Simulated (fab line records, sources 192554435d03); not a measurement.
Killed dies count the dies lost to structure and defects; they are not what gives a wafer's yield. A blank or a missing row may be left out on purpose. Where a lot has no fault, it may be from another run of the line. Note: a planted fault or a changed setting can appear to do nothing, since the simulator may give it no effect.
Matching of chambers	flow n5 finfet	4 sister chambers for N5_MIM_TOP_ALD_00 on ald hk-01
The step deposits Al2O3, purge time 3 s, co reactant pulse time 3 s. 16 wafers are shown with their chamber, then 8 later ones without.

EACH WAFER AND ITS CHAMBER
wafer	chamber	precursor pulse height rel
L074.1	3	0.989
L074.4	0	0.992
L074.5	2	0.998
L076.2	1	0.965
L076.4	0	1.000
L076.6	3	1.007
L082.1	1	1.039
L082.2	3	1.000
L082.3	0	0.971
L082.4	2	0.972
L082.5	0	0.992
L082.6	3	0.989
L085.2	2	1.030
L085.3	1	1.032
L085.4	3	0.987
L090.2	3	0.988

SIGNATURES (means of the wafers above)
reading	chamber 0	chamber 1	chamber 2	chamber 3	scatter within a chamber
precursor pulse height rel	0.98875	1.01200	1.00000	0.99333	0.022
Rule: for a wafer and a chamber, the distance is found by dividing, reading by reading, the gap between the wafer's reading and the chamber's mean by the reading's scatter, squaring, summing and taking the root. The wafer belongs to the nearest chamber; if the next one is less than 2 further off, it can't be placed. The scatter: take each reading less its chamber's mean, square it, sum over the shown wafers, divide by the number of wafers less the number of chambers, and take the root.

WAFERS WITH NO CHAMBER GIVEN
wafer	precursor pulse height rel
L090.3	0.999
L090.4	0.968
L095.1	0.995
L095.3	1.014
L095.5	1.005
L097.2	0.987
L097.3	1.021
L097.5	0.997

WHICH CHAMBER EACH ONE RAN IN
wafer	from the rows above	in truth
L090.3	can't be placed: 2 or 3 or 0 or 1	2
L090.4	can't be placed: 0 or 3 or 2 or 1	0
L095.1	can't be placed: 3 or 2 or 0 or 1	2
L095.3	can't be placed: 1 or 2 or 3 or 0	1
L095.5	can't be placed: 2 or 1 or 3 or 0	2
L097.2	can't be placed: 0 or 3 or 2 or 1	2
L097.3	can't be placed: 1 or 2 or 3 or 0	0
L097.5	can't be placed: 2 or 3 or 0 or 1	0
Correctly placed: 0 of 8. Cannot be placed on the basis of these rows: 8; the candidates contain the true chamber in 8. Placed wrongly: 0.
